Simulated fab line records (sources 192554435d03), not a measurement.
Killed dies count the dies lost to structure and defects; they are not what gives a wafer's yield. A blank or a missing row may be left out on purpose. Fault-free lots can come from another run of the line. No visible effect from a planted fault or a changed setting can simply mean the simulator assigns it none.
What tool caused it?	flow n5-finfet	66 wafers from 22 lots sampled at 6 of the route's 1938 steps

== WHAT THE GAUGES SHOWED, per wafer ==
The record lacks any reading of a measuring or inspecting step that a usual standard deviation could be used to judge.

== EACH LOT AND THE TOOL THAT RAN IT (in order: tool; ch and the chambers of the sampled wafers; start) ==
lot	N5_BEOL_M0_SAQP_CUT_ETCH_46	N5_BEOL_M0_SURFACE_TREAT_137	N5_BEOL_M0_ANNEAL_117	N5_BEOL_M0_SPUTTER_134	N5_BEOL_M1_HM_OPEN_17	N5_BEOL_M1_ANNEAL_87
L074	rie-diel-06 ch 0,1,3, day 5 20:26	pvd-sputter-03, day 6 02:32	pvd-sputter-01, day 6 02:48	pvd-sputter-01, day 6 02:58	rie-metal-02 ch 0,1, day 6 06:45	pvd-sputter-01, day 6 15:05
L075	rie-diel-03 ch 0,2, day 6 01:40	pvd-sputter-02, day 6 07:12	pvd-sputter-01, day 6 07:36	pvd-sputter-01, day 6 07:46	rie-metal-01 ch 0, day 6 13:13	pvd-sputter-02, day 6 22:53
L076	rie-diel-03 ch 1,2, day 6 04:41	pvd-sputter-03, day 6 14:13	pvd-sputter-01, day 6 16:16	pvd-sputter-01, day 6 16:25	rie-metal-02 ch 0,1, day 6 19:05	pvd-sputter-03, day 7 03:42
L077	rie-diel-03 ch 1,2,3, day 6 07:38	pvd-sputter-01, day 6 13:30	pvd-sputter-03, day 6 13:52	pvd-sputter-03, day 6 14:01	rie-metal-02 ch 0,1, day 6 17:41	pvd-sputter-01, day 6 23:19
L078	rie-diel-06 ch 1,2,3, day 6 17:47	pvd-sputter-01, day 7 01:10	pvd-sputter-01, day 7 01:41	pvd-sputter-01, day 7 01:51	rie-metal-02 ch 1, day 7 06:20	pvd-sputter-03, day 7 10:55
L079	rie-diel-02 ch 0,2,3, day 6 23:59	pvd-sputter-02, day 7 05:48	pvd-sputter-03, day 7 06:03	pvd-sputter-03, day 7 06:13	rie-metal-02 ch 0, day 7 09:59	pvd-sputter-02, day 7 13:35
L080	rie-diel-02 ch 0,1, day 7 05:55	pvd-sputter-01, day 7 11:22	pvd-sputter-01, day 7 11:40	pvd-sputter-01, day 7 11:50	rie-metal-01 ch 0,1, day 7 16:55	pvd-sputter-02, day 8 10:29
L081	rie-diel-06 ch 0,1,2, day 7 10:08	pvd-sputter-01, day 7 16:14	pvd-sputter-01, day 7 16:31	pvd-sputter-01, day 7 16:41	rie-metal-01 ch 0,1, day 7 21:44	pvd-sputter-03, day 8 08:43
L082	rie-diel-02 ch 1,2,3, day 7 15:59	pvd-sputter-02, day 7 22:54	pvd-sputter-01, day 8 00:43	pvd-sputter-01, day 8 00:52	rie-metal-01 ch 0,1, day 8 07:25	pvd-sputter-02, day 8 18:11
L083	rie-diel-06 ch 0,1, day 7 21:45	pvd-sputter-02, day 8 01:53	pvd-sputter-02, day 8 02:12	pvd-sputter-02, day 8 02:22	rie-metal-01 ch 0,1, day 8 07:40	pvd-sputter-01, day 8 18:26
L084	rie-diel-02 ch 1,2,3, day 8 02:12	pvd-sputter-01, day 8 07:58	pvd-sputter-01, day 8 08:19	pvd-sputter-01, day 8 08:29	rie-metal-03 ch 1, day 8 11:14	pvd-sputter-03, day 8 21:08
L085	rie-diel-03 ch 1,2,3, day 8 12:20	pvd-sputter-03, day 8 18:01	pvd-sputter-03, day 8 18:17	pvd-sputter-03, day 8 18:27	rie-metal-01 ch 0,1, day 8 20:58	pvd-sputter-01, day 9 02:14
L086	rie-diel-03 ch 0,1,3, day 8 18:32	pvd-sputter-02, day 9 01:17	pvd-sputter-02, day 9 03:17	pvd-sputter-02, day 9 03:26	rie-metal-01 ch 0,1, day 9 06:27	pvd-sputter-03, day 9 10:52
L088	rie-diel-03 ch 1,2,3, day 9 05:09	pvd-sputter-03, day 9 09:59	pvd-sputter-03, day 9 12:03	pvd-sputter-03, day 9 12:13	rie-metal-02 ch 1, day 9 16:12	pvd-sputter-01, day 9 21:32
L089	rie-diel-03 ch 1,2, day 9 18:00	pvd-sputter-02, day 10 02:18	pvd-sputter-03, day 10 02:36	pvd-sputter-03, day 10 02:46	rie-metal-01 ch 0,1, day 10 07:03	pvd-sputter-01, day 10 18:23
L090	rie-diel-02 ch 0,1,3, day 10 00:40	pvd-sputter-03, day 10 06:28	pvd-sputter-03, day 10 06:49	pvd-sputter-03, day 10 07:00	rie-metal-01 ch 0,1, day 10 09:41	pvd-sputter-01, day 11 08:59
L091	rie-diel-02 ch 0,2,3, day 10 13:22	pvd-sputter-01, day 10 17:20	pvd-sputter-03, day 10 17:50	pvd-sputter-03, day 10 18:00	rie-metal-03 ch 0,1, day 10 20:50	pvd-sputter-01, day 12 12:50
L092	rie-diel-06 ch 0,3, day 10 18:19	pvd-sputter-03, day 11 03:55	pvd-sputter-03, day 11 04:09	pvd-sputter-03, day 11 04:19	rie-metal-02 ch 0,1, day 11 06:43	pvd-sputter-03, day 11 17:28
L094	rie-diel-03 ch 0,1,3, day 11 01:22	pvd-sputter-03, day 11 06:29	pvd-sputter-03, day 11 06:46	pvd-sputter-03, day 11 06:56	rie-metal-02 ch 0,1, day 11 11:12	pvd-sputter-03, day 12 05:36
L095	rie-diel-06 ch 0,1, day 11 04:25	pvd-sputter-01, day 11 08:13	pvd-sputter-01, day 11 10:13	pvd-sputter-01, day 11 10:22	rie-metal-03 ch 1, day 11 14:53	pvd-sputter-01, day 12 16:05
L096	rie-diel-02 ch 0,2,3, day 11 12:43	pvd-sputter-01, day 11 16:28	pvd-sputter-01, day 11 16:57	pvd-sputter-01, day 11 17:07	rie-metal-01 ch 0,1, day 11 20:11	pvd-sputter-03, day 12 18:14
L097	rie-diel-03 ch 1,2,3, day 11 16:51	pvd-sputter-01, day 12 06:04	pvd-sputter-01, day 12 06:27	pvd-sputter-01, day 12 06:37	rie-metal-02 ch 0,1, day 12 10:23	pvd-sputter-03, day 12 23:22
- N5_BEOL_M0_SAQP_CUT_ETCH_46: etches SOC in N2/H2, target depth 135 nm, overetch 27 nm, time 202.5 s.
- N5_BEOL_M0_SURFACE_TREAT_137
- N5_BEOL_M0_ANNEAL_117: time 60 s.
- N5_BEOL_M0_SPUTTER_134: material Cu, target thk 4 nm, time 7.37 s.
- N5_BEOL_M1_HM_OPEN_17: chemistry Cl2/BCl3, target TiN, target depth 20 nm, overetch 6 nm.
- N5_BEOL_M1_ANNEAL_87: time 240 s.

== AS READ BY THE TOOLS THEMSELVES (means over the sampled wafers that have a number; for cases with no such wafer, the mark the record gives instead) ==
N5_BEOL_M0_SAQP_CUT_ETCH_46.
lot	tool	drypump-motor-current-A (A)	n2-flow-sccm (sccm)	rf-vpp-V (V)	showerhead-plenum-p-Torr (Torr)	throttle-valve-pct (%)
L074	rie-diel-06	5.4	200.0	525.2	2.56	18.06
L075	rie-diel-03	5.1	199.4	519.6	2.44	17.81
L076	rie-diel-03	5.8	200.5	523.4	2.56	18.02
L077	rie-diel-03	5.6	200.3	525.4	2.58	17.86
L078	rie-diel-06	5.8	199.9	523.3	2.53	17.96
L079	rie-diel-02	5.8	200.3	524.9	2.53	17.82
L080	rie-diel-02	5.9	200.1	523.3	2.52	17.59
L081	rie-diel-06	5.7	199.8	523.2	2.52	17.77
L082	rie-diel-02	6.0	200.7	524.8	2.57	17.83
L083	rie-diel-06	5.3	200.0	524.4	2.54	17.77
L084	rie-diel-02	6.0	200.6	524.9	2.57	17.83
L085	rie-diel-03	5.6	199.5	524.5	2.58	17.88
L086	rie-diel-03	5.4	199.4	525.3	2.60	17.71
L088	rie-diel-03	5.6	199.6	524.9	2.58	17.89
L089	rie-diel-03	5.6	200.3	521.9	2.47	18.04
L090	rie-diel-02	5.9	200.5	523.6	2.51	17.77
L091	rie-diel-02	5.8	199.9	522.7	2.52	17.85
L092	rie-diel-06	5.3	200.0	523.2	2.50	17.74
L094	rie-diel-03	5.4	199.8	525.2	2.60	17.73
L095	rie-diel-06	5.3	200.3	523.6	2.53	17.80
L096	rie-diel-02	5.8	200.0	523.0	2.52	17.88
L097	rie-diel-03	5.6	199.9	527.2	2.67	17.78

N5_BEOL_M0_ANNEAL_117.
lot	tool	heater-power-w (W)	susceptor-temp-C (C)	susceptor_temp_C_max
L074	pvd-sputter-01	846	400.04	401.1
L075	pvd-sputter-01	822	400.24	401.6
L076	pvd-sputter-01	834	399.93	401.1
L077	pvd-sputter-03	858	399.81	400.8
L078	pvd-sputter-01	891	399.97	401.1
L079	pvd-sputter-03	866	399.89	400.7
L080	pvd-sputter-01	854	400.02	401.1
L081	pvd-sputter-01	798	399.81	401.1
L082	pvd-sputter-01	800	399.70	401.1
L083	pvd-sputter-02	918	400.02	401.0
L084	pvd-sputter-01	793	399.95	401.5
L085	pvd-sputter-03	796	399.88	400.7
L086	pvd-sputter-02	958	400.11	400.9
L088	pvd-sputter-03	802	399.97	400.8
L089	pvd-sputter-03	944	400.18	401.0
L090	pvd-sputter-03	860	399.86	400.8
L091	pvd-sputter-03	819	399.95	400.7
L092	pvd-sputter-03	860	400.08	401.0
L094	pvd-sputter-03	881	399.91	400.8
L095	pvd-sputter-01	918	400.03	401.1
L096	pvd-sputter-01	943	400.18	401.4
L097	pvd-sputter-01	805	400.18	401.7

N5_BEOL_M0_SPUTTER_134.
lot	tool	chuck-gas-flow-sccm (sccm)	chuck-sensor-temp-C (C)	susceptor-temp-C (C)	throttle-valve-pct (%)
L074	pvd-sputter-01	1.29	-16.0	-20.11	29.1
L075	pvd-sputter-01	1.29	-16.6	-19.97	29.2
L076	pvd-sputter-01	1.29	-16.0	-20.01	29.1
L077	pvd-sputter-03	1.25	-16.5	-19.91	29.9
L078	pvd-sputter-01	1.28	-16.6	-20.08	29.4
L079	pvd-sputter-03	1.25	-16.3	-19.94	30.7
L080	pvd-sputter-01	1.24	-16.0	-19.99	29.1
L081	pvd-sputter-01	1.32	-16.2	-19.95	28.3
L082	pvd-sputter-01	1.26	-16.2	-19.91	28.4
L083	pvd-sputter-02	1.18	-15.4	-20.02	31.0
L084	pvd-sputter-01	1.28	-16.2	-20.04	28.3
L085	pvd-sputter-03	1.24	-15.9	-20.00	30.2
L086	pvd-sputter-02	1.22	-15.6	-19.92	30.6
L088	pvd-sputter-03	1.25	-15.8	-19.91	30.1
L089	pvd-sputter-03	1.19	-16.8	-19.83	31.4
L090	pvd-sputter-03	1.23	-16.8	-19.92	30.0
L091	pvd-sputter-03	1.21	-15.5	-20.06	31.2
L092	pvd-sputter-03	1.29	-16.5	-19.91	29.9
L094	pvd-sputter-03	1.27	-16.3	-20.07	31.0
L095	pvd-sputter-01	1.25	-15.8	-20.05	29.4
L096	pvd-sputter-01	1.27	-16.4	-20.06	30.2
L097	pvd-sputter-01	1.21	-16.7	-20.07	29.3

N5_BEOL_M1_HM_OPEN_17.
lot	tool	drypump-motor-current-A (A)	mfc-ar-sccm (sccm)	mfc-cl2-sccm (sccm)	oes_ar_750_au (a.u.)	oes-product-au (a.u.)	throttle-valve-pct (%)
L074	rie-metal-02	5.92	24.94	53.36	0.81	0.68	22.00
L075	rie-metal-01	6.06	24.94	53.23	0.66	0.56	21.85
L076	rie-metal-02	6.04	24.96	53.28	0.81	0.68	22.19
L077	rie-metal-02	5.93	25.01	53.32	0.80	0.68	22.00
L078	rie-metal-02	5.80	25.04	53.16	0.79	0.67	21.83
L079	rie-metal-02	6.12	24.97	53.11	0.81	0.69	22.35
L080	rie-metal-01	5.95	25.06	53.27	0.80	0.67	21.81
L081	rie-metal-01	5.94	25.03	53.24	0.79	0.68	21.80
L082	rie-metal-01	5.95	25.07	53.22	0.79	0.67	21.81
L083	rie-metal-01	5.99	24.93	53.29	0.72	0.61	21.84
L084	rie-metal-03	5.97	24.97	53.20	0.94	0.83	21.82
L085	rie-metal-01	5.95	24.97	53.16	0.79	0.67	21.82
L086	rie-metal-01	5.97	25.00	53.19	0.79	0.67	21.80
L088	rie-metal-02	5.83	24.96	53.33	0.79	0.66	21.84
L089	rie-metal-01	5.99	24.91	53.02	0.71	0.61	21.84
L090	rie-metal-01	5.94	24.94	53.19	0.79	0.66	21.82
L091	rie-metal-03	5.84	25.00	53.20	0.91	0.77	22.18
L092	rie-metal-02	5.92	24.99	53.17	0.78	0.66	22.02
L094	rie-metal-02	6.06	24.96	53.18	0.78	0.67	22.19
L095	rie-metal-03	5.93	25.00	53.24	0.89	0.77	21.84
L096	rie-metal-01	5.95	24.98	53.33	0.77	0.66	21.81
L097	rie-metal-02	6.07	25.02	53.10	0.78	0.66	22.21

N5_BEOL_M1_ANNEAL_87.
lot	tool	heater-power-w (W)	susceptor-temp-C (C)	susceptor_temp_C_max
L074	pvd-sputter-01	845	399.99	401.4
L075	pvd-sputter-02	985	399.95	400.5
L076	pvd-sputter-03	872	399.65	400.4
L077	pvd-sputter-01	834	399.92	401.0
L078	pvd-sputter-03	881	400.03	400.8
L079	pvd-sputter-02	909	399.77	400.6
L080	pvd-sputter-02	996	400.10	400.7
L081	pvd-sputter-03	959	400.18	401.0
L082	pvd-sputter-02	941	400.00	400.9
L083	pvd-sputter-01	805	399.83	401.1
L084	pvd-sputter-03	788	399.97	400.7
L085	pvd-sputter-01	886	399.86	401.2
L086	pvd-sputter-03	794	399.93	400.8
L088	pvd-sputter-01	813	399.99	401.1
L089	pvd-sputter-01	807	400.17	401.5
L090	pvd-sputter-01	796	399.91	401.1
L091	pvd-sputter-01	878	399.98	401.5
L092	pvd-sputter-03	877	400.04	400.8
L094	pvd-sputter-03	797	400.00	400.8
L095	pvd-sputter-01	848	399.68	400.7
L096	pvd-sputter-03	812	400.09	400.9
L097	pvd-sputter-03	802	400.11	400.8

== THE ANSWER, worked out from the rows above alone ==
Rule: usual is defined by the lots themselves. Put in order of their means at a reading, lots are off if they are a third of the lots or fewer, leave a main group of 4 or more, and stand apart from it by a gap of 3 or more times the standard deviation of the main group's means; of several such gaps the widest counts. A main group is skipped when, at the precision printed for the reading in the tables above, its means are all equal. A lot without any number at a reading at which 4 lots or more have one is off too. The other lots that the step has rows for count as sound. Order of review: gauges by route order, followed by the tools' own readings, for which a lot's mean as printed above is used. The first step at which some lot is off is used, and at that step the reading that is off furthest; a lot without a number counts as furthest.
None of the lots is off at any reading shown; this tells nothing.

== WHAT THE SIMULATOR PUT IN ==
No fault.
